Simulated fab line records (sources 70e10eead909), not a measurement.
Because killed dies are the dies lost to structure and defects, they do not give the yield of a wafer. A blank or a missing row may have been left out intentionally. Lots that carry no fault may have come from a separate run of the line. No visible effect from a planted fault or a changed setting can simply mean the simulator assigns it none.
Which of the tools did it? | flow nand-harc | 24 lots with 72 wafers sampled at 6 steps, on a route of 1302 steps

== WHAT EACH GAUGE READ, for each wafer ==
No reading from a measuring or inspecting step in the record can be judged against a usual standard deviation.

== WHICH TOOL RAN EACH LOT (tool, then ch and the chambers of the sampled wafers, then the start) ==
lot  | NHARC_A_STAIRCASE_STRIP_254          | NHARC_A_STAIRCASE_DESCUM_270       | NHARC_A_STAIRCASE_DEP_301       | NHARC_A_STAIRCASE_ETCH_315                    | NHARC_A_STAIRCASE_DEP_151       | NHARC_A_STAIRCASE_DESCUM_443
L075 | plasma-asher-02 ch 0,1, day 16 07:26 | rie-diel-12 ch 0,2,3, day 16 11:04 | pecvd-02 ch 0,2, day 17 00:53   | rie-diel-03 ch 0,1,3, day 17 18:07 or earlier | pecvd-04 ch 1,2, day 17 18:07   | rie-diel-12 ch 1,2, day 18 19:59
L074 | plasma-asher-01 ch 0,1, day 16 07:48 | rie-diel-05 ch 1,3, day 16 11:25   | pecvd-01 ch 0,1, day 17 01:53   | rie-diel-12 ch 0,2, day 17 18:07 or earlier   | pecvd-01 ch 0,2, day 17 18:07   | rie-diel-05 ch 0,1,2, day 18 20:10
L076 | plasma-asher-02 ch 0,1, day 17 06:26 | rie-diel-12 ch 0,3, day 17 11:10   | pecvd-01 ch 0,1,2, day 18 01:38 | rie-diel-03 ch 0,1,2, day 18 22:11 or earlier | pecvd-01 ch 1,2, day 18 22:11   | rie-diel-12 ch 0,1,2, day 20 03:21
L077 | plasma-asher-01 ch 0,1, day 17 14:56 | rie-diel-03 ch 1,3, day 17 20:49   | pecvd-04 ch 0,1,2, day 18 11:04 | rie-diel-05 ch 0,1,2, day 19 03:48 or earlier | pecvd-04 ch 1,2, day 19 03:48   | rie-diel-05 ch 0,1,2, day 20 03:31
L078 | plasma-asher-01 ch 0,1, day 18 00:31 | rie-diel-03 ch 0,1, day 18 04:33   | pecvd-01 ch 0,1,2, day 18 19:40 | rie-diel-03 ch 0,2,3, day 19 12:56 or earlier | pecvd-02 ch 0,1,2, day 19 12:56 | rie-diel-12 ch 0,3, day 20 12:30
L079 | plasma-asher-01 ch 0,1, day 18 15:27 | rie-diel-03 ch 0,1,2, day 18 20:20 | pecvd-01 ch 1,2, day 19 12:58   | rie-diel-03 ch 0,1,2, day 20 08:58 or earlier | pecvd-04 ch 1,2, day 20 08:58   | rie-diel-05 ch 0,1, day 21 09:34
L081 | plasma-asher-02 ch 0,1, day 18 17:49 | rie-diel-03 ch 0,1,3, day 18 22:45 | pecvd-02 ch 0,1, day 19 16:46   | rie-diel-03 ch 0,1,2, day 20 08:56 or earlier | pecvd-02 ch 0,2, day 20 08:56   | rie-diel-12 ch 0,2,3, day 21 08:56
L080 | plasma-asher-01 ch 0,1, day 18 19:22 | rie-diel-05 ch 0,2, day 19 04:08   | pecvd-01 ch 0,2, day 19 17:39   | rie-diel-05 ch 2,3, day 20 09:08 or earlier   | pecvd-01 ch 0,1, day 20 09:08   | rie-diel-03 ch 1,2, day 21 09:08
L082 | plasma-asher-02 ch 0,1, day 19 12:38 | rie-diel-03 ch 0,2,3, day 19 18:20 | pecvd-01 ch 0,2, day 20 05:00   | rie-diel-05 ch 1,2, day 21 00:52 or earlier   | pecvd-01 ch 1,2, day 21 00:52   | rie-diel-12 ch 0,1, day 22 03:48
L083 | plasma-asher-02 ch 0,1, day 20 14:17 | rie-diel-12 ch 0,2,3, day 20 17:41 | pecvd-02 ch 0,1,2, day 21 10:13 | rie-diel-12 ch 1,2, day 22 03:02 or earlier   | pecvd-01 ch 0,1,2, day 22 03:02 | rie-diel-03 ch 1,2, day 23 03:39
L085 | plasma-asher-02 ch 0,1, day 20 17:02 | rie-diel-12 ch 1,2, day 20 20:33   | pecvd-02 ch 0,1,2, day 21 15:48 | rie-diel-03 ch 0,1,3, day 22 12:42 or earlier | pecvd-01 ch 0,2, day 22 12:42   | rie-diel-05 ch 1,3, day 23 12:44
L084 | plasma-asher-02 ch 0,1, day 20 17:49 | rie-diel-05 ch 0,3, day 20 21:28   | pecvd-04 ch 0,1,2, day 21 20:38 | rie-diel-03 ch 0,2,3, day 22 12:53 or earlier | pecvd-04 ch 0,1, day 22 12:53   | rie-diel-03 ch 0,3, day 23 12:54
L086 | plasma-asher-02 ch 0,1, day 20 23:19 | rie-diel-03 ch 0,1,3, day 21 05:26 | pecvd-02 ch 0,1,2, day 22 01:44 | rie-diel-03 ch 2,3, day 22 17:47 or earlier   | pecvd-04 ch 0,1,2, day 22 17:47 | rie-diel-05 ch 1,2,3, day 23 16:11
L088 | plasma-asher-01 ch 0,1, day 22 08:53 | rie-diel-03 ch 0,2, day 22 15:45   | pecvd-02 ch 1,2, day 23 02:52   | rie-diel-12 ch 0,2, day 24 00:02 or earlier   | pecvd-04 ch 1,2, day 24 00:02   | rie-diel-03 ch 1,2,3, day 24 22:58
L087 | plasma-asher-01 ch 0,1, day 22 09:28 | rie-diel-12 ch 2,3, day 22 16:32   | pecvd-02 ch 1,2, day 23 04:13   | rie-diel-12 ch 0,2,3, day 24 00:04 or earlier | pecvd-01 ch 0,2, day 24 00:04   | rie-diel-12 ch 2,3, day 24 22:47
L090 | plasma-asher-02 ch 0,1, day 22 20:50 | rie-diel-03 ch 2,3, day 23 02:01   | pecvd-01 ch 0,1, day 23 14:22   | rie-diel-12 ch 0,1,3, day 24 05:56 or earlier | pecvd-02 ch 0,2, day 24 05:56   | rie-diel-12 ch 0,1,2, day 25 06:29
L089 | plasma-asher-02 ch 0,1, day 22 21:35 | rie-diel-05 ch 1,2, day 23 03:19   | pecvd-01 ch 1,2, day 23 13:18   | rie-diel-12 ch 0,3, day 24 05:56 or earlier   | pecvd-01 ch 0,2, day 24 05:56   | rie-diel-12 ch 2,3, day 25 06:25
L091 | plasma-asher-02 ch 0,1, day 23 08:14 | rie-diel-12 ch 0,1,2, day 23 11:55 | pecvd-01 ch 0,2, day 23 22:56   | rie-diel-05 ch 1,2, day 24 16:55 or earlier   | pecvd-01 ch 0,2, day 24 16:55   | rie-diel-12 ch 1,2,3, day 25 17:31
L092 | plasma-asher-01 ch 0,1, day 24 05:41 | rie-diel-12 ch 1,2,3, day 24 14:45 | pecvd-04 ch 1,2, day 25 00:59   | rie-diel-12 ch 2,3, day 25 18:20 or earlier   | pecvd-04 ch 0,1, day 25 18:20   | rie-diel-05 ch 1,2,3, day 26 23:34
L093 | plasma-asher-01 ch 0,1, day 24 06:01 | rie-diel-03 ch 0,1,2, day 24 15:11 | pecvd-02 ch 0,1, day 25 01:16   | rie-diel-03 ch 0,1,3, day 25 18:26 or earlier | pecvd-01 ch 0,1,2, day 25 18:26 | rie-diel-03 ch 0,3, day 26 23:23
L095 | plasma-asher-01 ch 0,1, day 25 03:25 | rie-diel-05 ch 1,2,3, day 25 07:07 | pecvd-04 ch 0,1,2, day 25 20:14 | rie-diel-03 ch 0,1,2, day 26 12:13 or earlier | pecvd-01 ch 0,1,2, day 26 12:13 | rie-diel-03 ch 1,2,3, day 27 11:00
L094 | plasma-asher-02 ch 1, day 25 04:04   | rie-diel-03 ch 0,2,3, day 25 07:42 | pecvd-01 ch 0,2, day 25 20:20   | rie-diel-05 ch 0,1,3, day 26 12:13 or earlier | pecvd-04 ch 0,1,2, day 26 12:13 | rie-diel-05 ch 1,2,3, day 27 10:50
L097 | plasma-asher-01 ch 0,1, day 25 19:49 | rie-diel-03 ch 0,1,3, day 25 23:21 | pecvd-04 ch 0,1,2, day 26 17:56 | rie-diel-05 ch 0,2,3, day 27 15:05 or earlier | pecvd-02 ch 0,1,2, day 27 15:05 | rie-diel-03 ch 0,1,3, day 28 14:49
L096 | plasma-asher-02 ch 0,1, day 25 22:47 | rie-diel-12 ch 2,3, day 26 06:15   | pecvd-02 ch 0,1,2, day 27 00:08 | rie-diel-03 ch 0,2,3, day 27 15:11 or earlier | pecvd-01 ch 0,2, day 27 15:11   | rie-diel-05 ch 0,1,2, day 28 14:46
- NHARC_A_STAIRCASE_STRIP_254: strips in O2.
- NHARC_A_STAIRCASE_DESCUM_270: chemistry O2, time 3 s.
- NHARC_A_STAIRCASE_DEP_301: deposits SiON, target thk 30 nm.
- NHARC_A_STAIRCASE_ETCH_315: etches the open film in C4F8/O2/Ar, target depth 2500 nm, time 607.1 s.
- NHARC_A_STAIRCASE_DEP_151: deposits SiO2, target thk 7200 nm.
- NHARC_A_STAIRCASE_DESCUM_443: chemistry O2, time 3 s.

== WHAT THE TOOLS THEMSELVES READ (means of the sampled wafers that have a number; where no wafer has one, the mark that the record gives instead) ==
NHARC_A_STAIRCASE_STRIP_254. Usual: drypump-motor-current-A 5.71 A, standard deviation 0.17; heater-power-w 356 W, standard deviation 19.
lot  | tool            | drypump-motor-current-A (A) | heater-power-w (W) | flag
L075 | plasma-asher-02 | 5.70                        | 361                |
L074 | plasma-asher-01 | 5.69                        | 347                |
L076 | plasma-asher-02 | 5.81                        | 376                |
L077 | plasma-asher-01 | 5.70                        | 347                |
L078 | plasma-asher-01 | 5.70                        | 352                |
L079 | plasma-asher-01 | 5.63                        | 337                |
L081 | plasma-asher-02 | 5.80                        | 377                |
L080 | plasma-asher-01 | 5.62                        | 340                |
L082 | plasma-asher-02 | 5.83                        | 369                |
L083 | plasma-asher-02 | 5.66                        | 358                |
L085 | plasma-asher-02 | 5.69                        | 356                |
L084 | plasma-asher-02 | 5.83                        | 374                |
L086 | plasma-asher-02 | 5.82                        | 375                |
L088 | plasma-asher-01 | 5.70                        | 352                |
L087 | plasma-asher-01 | 5.62                        | 339                |
L090 | plasma-asher-02 | 5.83                        | 377                |
L089 | plasma-asher-02 | 5.69                        | 356                |
L091 | plasma-asher-02 | 5.70                        | 355                |
L092 | plasma-asher-01 | 5.69                        | 344                |
L093 | plasma-asher-01 | 5.70                        | 348                |
L095 | plasma-asher-01 | 5.62                        | 345                |
L094 | plasma-asher-02 | 5.97                        | 379                |
L097 | plasma-asher-01 | 5.65                        | 343                |
L096 | plasma-asher-02 | 5.80                        | 372                |

NHARC_A_STAIRCASE_DESCUM_270. Usual: drypump-motor-current-A 5.8 A, standard deviation 0.44; oes-product-au 1.002 a.u., standard deviation 0.0094; rf-vpp-V 57.7 V, standard deviation 0.85; showerhead-plenum-p-Torr 1.90 Torr, standard deviation 0.079; throttle-valve-pct 11.310 %, standard deviation 0.0088.
lot  | tool        | drypump-motor-current-A (A) | oes-product-au (a.u.) | rf-vpp-V (V) | showerhead-plenum-p-Torr (Torr) | throttle-valve-pct (%) | flag
L075 | rie-diel-12 | 6.0                         | 1.004                 | 58.2         | 1.86                            | 11.306                 |
L074 | rie-diel-05 | 5.9                         | 0.988                 | 57.6         | 1.91                            | 11.313                 |
L076 | rie-diel-12 | 6.2                         | 1.013                 | 57.4         | 1.83                            | 11.301                 |
L077 | rie-diel-03 | 5.8                         | 0.996                 | 56.8         | 1.88                            | 11.318                 |
L078 | rie-diel-03 | 6.2                         | 1.009                 | 57.8         | 1.97                            | 11.313                 |
L079 | rie-diel-03 | 5.7                         | 1.009                 | 58.1         | 1.94                            | 11.315                 |
L081 | rie-diel-03 | 6.0                         | 1.000                 | 57.5         | 1.89                            | 11.314                 |
L080 | rie-diel-05 | 5.6                         | 1.003                 | 57.6         | 1.89                            | 11.316                 |
L082 | rie-diel-03 | 5.8                         | 1.003                 | 57.2         | 1.88                            | 11.311                 |
L083 | rie-diel-12 | 6.0                         | 1.006                 | 57.7         | 1.85                            | 11.301                 |
L085 | rie-diel-12 | 5.8                         | 0.995                 | 58.2         | 1.92                            | 11.304                 |
L084 | rie-diel-05 | 5.7                         | 1.004                 | 57.3         | 1.92                            | 11.318                 |
L086 | rie-diel-03 | 6.0                         | 1.013                 | 58.9         | 2.00                            | 11.318                 |
L088 | rie-diel-03 | 5.5                         | 1.011                 | 57.3         | 1.93                            | 11.312                 |
L087 | rie-diel-12 | 5.9                         | 0.993                 | 57.1         | 1.83                            | 11.312                 |
L090 | rie-diel-03 | 5.6                         | 1.008                 | 58.5         | 2.02                            | 11.311                 |
L089 | rie-diel-05 | 5.6                         | 0.992                 | 57.0         | 1.86                            | 11.315                 |
L091 | rie-diel-12 | 6.0                         | 1.004                 | 57.1         | 1.89                            | 11.304                 |
L092 | rie-diel-12 | 6.0                         | 0.999                 | 57.3         | 1.87                            | 11.306                 |
L093 | rie-diel-03 | 5.7                         | 0.993                 | 58.4         | 1.93                            | 11.299                 |
L095 | rie-diel-05 | 5.7                         | 0.998                 | 57.5         | 1.87                            | 11.307                 |
L094 | rie-diel-03 | 5.8                         | 1.002                 | 58.0         | 1.97                            | 11.309                 |
L097 | rie-diel-03 | 6.0                         | 1.007                 | 58.2         | 1.98                            | 11.310                 |
L096 | rie-diel-12 | 5.9                         | 0.988                 | 57.7         | 1.82                            | 11.314                 |

NHARC_A_STAIRCASE_DEP_301. Usual: heater-power-outer-w 449 W, standard deviation 70; heater-power-w 737 W, standard deviation 78; susceptor-temp-C 399.99 C, standard deviation 0.21.
lot  | tool     | heater-power-outer-w (W) | heater-power-w (W) | susceptor-temp-C (C) | flag
L075 | pecvd-02 | 430                      | 704                | 400.01               |
L074 | pecvd-01 | 376                      | 658                | 400.08               |
L076 | pecvd-01 | 414                      | 728                | 399.98               |
L077 | pecvd-04 | 507                      | 789                | 400.06               |
L078 | pecvd-01 | 404                      | 705                | 399.83               |
L079 | pecvd-01 | 434                      | 743                | 400.12               |
L081 | pecvd-02 | 514                      | 812                | 400.18               |
L080 | pecvd-01 | 420                      | 731                | 399.92               |
L082 | pecvd-01 | 391                      | 684                | 400.12               |
L083 | pecvd-02 | 488                      | 775                | 400.08               |
L085 | pecvd-02 | 474                      | 751                | 399.91               |
L084 | pecvd-04 | 473                      | 748                | 399.92               |
L086 | pecvd-02 | 490                      | 774                | 400.01               |
L088 | pecvd-02 | 470                      | 749                | 399.99               |
L087 | pecvd-02 | 492                      | 783                | 400.10               |
L090 | pecvd-01 | 377                      | 680                | 399.85               |
L089 | pecvd-01 | 390                      | 671                | 399.98               |
L091 | pecvd-01 | 451                      | 772                | 400.03               |
L092 | pecvd-04 | 487                      | 791                | 399.92               |
L093 | pecvd-02 | 494                      | 770                | 400.04               |
L095 | pecvd-04 | 509                      | 802                | 400.08               |
L094 | pecvd-01 | 441                      | 746                | 399.82               |
L097 | pecvd-04 | 516                      | 785                | 400.04               |
L096 | pecvd-02 | 457                      | 737                | 399.86               |

NHARC_A_STAIRCASE_ETCH_315. Usual: oes-product-au 0.933 a.u., standard deviation 0.0096; rf-vpp-V 1825 V, standard deviation 10.
lot  | tool        | oes-product-au (a.u.) | rf-vpp-V (V) | flag
L075 | rie-diel-03 | 0.935                 | 1824         |
L074 | rie-diel-12 | 0.947                 | 1822         |
L076 | rie-diel-03 | 0.935                 | 1831         |
L077 | rie-diel-05 | 0.930                 | 1821         |
L078 | rie-diel-03 | 0.928                 | 1823         |
L079 | rie-diel-03 | 0.936                 | 1831         |
L081 | rie-diel-03 | 0.934                 | 1831         |
L080 | rie-diel-05 | 0.922                 | 1828         |
L082 | rie-diel-05 | 0.931                 | 1821         |
L083 | rie-diel-12 | 0.923                 | 1828         |
L085 | rie-diel-03 | 0.940                 | 1837         |
L084 | rie-diel-03 | 0.941                 | 1836         |
L086 | rie-diel-03 | 0.930                 | 1833         |
L088 | rie-diel-12 | 0.933                 | 1824         |
L087 | rie-diel-12 | 0.930                 | 1818         |
L090 | rie-diel-12 | 0.946                 | 1818         |
L089 | rie-diel-12 | 0.925                 | 1812         |
L091 | rie-diel-05 | 0.918                 | 1814         |
L092 | rie-diel-12 | 0.930                 | 1815         |
L093 | rie-diel-03 | 0.935                 | 1835         |
L095 | rie-diel-03 | 0.938                 | 1829         |
L094 | rie-diel-05 | 0.938                 | 1821         |
L097 | rie-diel-05 | 0.935                 | 1826         |
L096 | rie-diel-03 | 0.932                 | 1834         |

NHARC_A_STAIRCASE_DEP_151. Usual: heater-power-outer-w 378 W, standard deviation 76; heater-power-w 643 W, standard deviation 86; mfc-precursor-sccm 200.0 sccm, standard deviation 0.67; susceptor-temp-C 399.99 C, standard deviation 0.22.
lot  | tool     | heater-power-outer-w (W) | heater-power-w (W) | mfc-precursor-sccm (sccm) | susceptor-temp-C (C) | flag
L075 | pecvd-04 | 418                      | 667                | 199.6                     | 400.14               |
L074 | pecvd-01 | 317                      | 593                | 200.2                     | 399.87               |
L076 | pecvd-01 | 313                      | 589                | 200.2                     | 399.98               |
L077 | pecvd-04 | 426                      | 690                | 200.6                     | 400.04               |
L078 | pecvd-02 | 426                      | 683                | 200.6                     | 400.25               |
L079 | pecvd-04 | 445                      | 727                | 199.9                     | 400.02               |
L081 | pecvd-02 | 419                      | 687                | 199.6                     | 399.86               |
L080 | pecvd-01 | 299                      | 563                | 199.8                     | 399.90               |
L082 | pecvd-01 | 305                      | 578                | 199.9                     | 399.86               |
L083 | pecvd-01 | 306                      | 570                | 199.7                     | 399.94               |
L085 | pecvd-01 | 378                      | 670                | 200.2                     | 399.90               |
L084 | pecvd-04 | 391                      | 649                | 199.6                     | 400.05               |
L086 | pecvd-04 | 425                      | 686                | 200.0                     | 399.95               |
L088 | pecvd-04 | 416                      | 696                | 199.7                     | 400.12               |
L087 | pecvd-01 | 346                      | 623                | 200.2                     | 399.74               |
L090 | pecvd-02 | 401                      | 664                | 199.9                     | 400.03               |
L089 | pecvd-01 | 352                      | 619                | 199.9                     | 399.79               |
L091 | pecvd-01 | 361                      | 632                | 200.2                     | 400.04               |
L092 | pecvd-04 | 430                      | 664                | 198.9                     | 399.92               |
L093 | pecvd-01 | 325                      | 587                | 200.4                     | 400.03               |
L095 | pecvd-01 | 378                      | 659                | 199.5                     | 399.94               |
L094 | pecvd-04 | 429                      | 693                | 200.5                     | 399.96               |
L097 | pecvd-02 | 442                      | 697                | 200.0                     | 400.28               |
L096 | pecvd-01 | 387                      | 660                | 201.1                     | 400.07               |

NHARC_A_STAIRCASE_DESCUM_443. Usual: drypump-motor-current-A 5.9 A, standard deviation 0.41; oes-product-au 1.000 a.u., standard deviation 0.0086; rf-vpp-V 57.7 V, standard deviation 0.77; showerhead-plenum-p-Torr 1.90 Torr, standard deviation 0.076; throttle-valve-pct 11.310 %, standard deviation 0.0087.
lot  | tool        | drypump-motor-current-A (A) | oes-product-au (a.u.) | rf-vpp-V (V) | showerhead-plenum-p-Torr (Torr) | throttle-valve-pct (%) | flag
L075 | rie-diel-12 | 5.8                         | 0.998                 | 57.7         | 1.93                            | 11.302                 |
L074 | rie-diel-05 | 5.7                         | 1.001                 | 57.5         | 1.86                            | 11.315                 |
L076 | rie-diel-12 | 6.0                         | 1.005                 | 57.9         | 1.90                            | 11.314                 |
L077 | rie-diel-05 | 5.7                         | 0.994                 | 58.0         | 1.86                            | 11.308                 |
L078 | rie-diel-12 | 6.1                         | 0.999                 | 57.3         | 1.81                            | 11.311                 |
L079 | rie-diel-05 | 5.8                         | 1.003                 | 56.9         | 1.85                            | 11.298                 |
L081 | rie-diel-12 | 6.0                         | 1.002                 | 57.5         | 1.85                            | 11.303                 |
L080 | rie-diel-03 | 5.2                         | 0.997                 | 58.1         | 1.92                            | 11.314                 |
L082 | rie-diel-12 | 6.2                         | 0.997                 | 57.3         | 1.89                            | 11.308                 |
L083 | rie-diel-03 | 5.5                         | 1.004                 | 57.9         | 1.92                            | 11.312                 |
L085 | rie-diel-05 | 5.8                         | 0.992                 | 57.3         | 1.90                            | 11.304                 |
L084 | rie-diel-03 | 6.1                         | 1.002                 | 58.1         | 2.04                            | 11.299                 |
L086 | rie-diel-05 | 5.7                         | 0.991                 | 58.3         | 1.88                            | 11.318                 |
L088 | rie-diel-03 | 5.5                         | 1.003                 | 58.1         | 1.97                            | 11.305                 |
L087 | rie-diel-12 | 5.9                         | 1.008                 | 57.0         | 1.82                            | 11.303                 |
L090 | rie-diel-12 | 6.0                         | 0.999                 | 56.8         | 1.88                            | 11.310                 |
L089 | rie-diel-12 | 5.9                         | 1.000                 | 57.5         | 1.82                            | 11.308                 |
L091 | rie-diel-12 | 6.0                         | 1.003                 | 57.7         | 1.87                            | 11.318                 |
L092 | rie-diel-05 | 5.7                         | 0.993                 | 58.1         | 1.87                            | 11.314                 |
L093 | rie-diel-03 | 6.3                         | 1.011                 | 58.5         | 1.99                            | 11.314                 |
L095 | rie-diel-03 | 5.5                         | 0.996                 | 57.9         | 1.96                            | 11.308                 |
L094 | rie-diel-05 | 5.8                         | 0.994                 | 58.0         | 1.87                            | 11.313                 |
L097 | rie-diel-03 | 6.0                         | 1.005                 | 58.3         | 1.98                            | 11.310                 |
L096 | rie-diel-05 | 5.7                         | 0.992                 | 57.8         | 1.84                            | 11.309                 |

== THE ANSWER, worked out from the rows above alone ==
Rule: a lot is off if the mean of its wafers that have a number lies more than 3 standard deviations from the usual mean. A lot without any number at a reading at which 4 lots or more have one is off too. Any other lot the step has rows for is counted as sound. Order of review: gauges by route order, followed by the tools' own readings, for which a lot's mean as printed above is used. The first step at which some lot is off is used, and at that step the reading that is off furthest; a lot without a number counts as furthest.
None of the lots is off at any reading shown; this tells nothing.

== WHAT HAD BEEN PUT IN BY THE SIMULATOR ==
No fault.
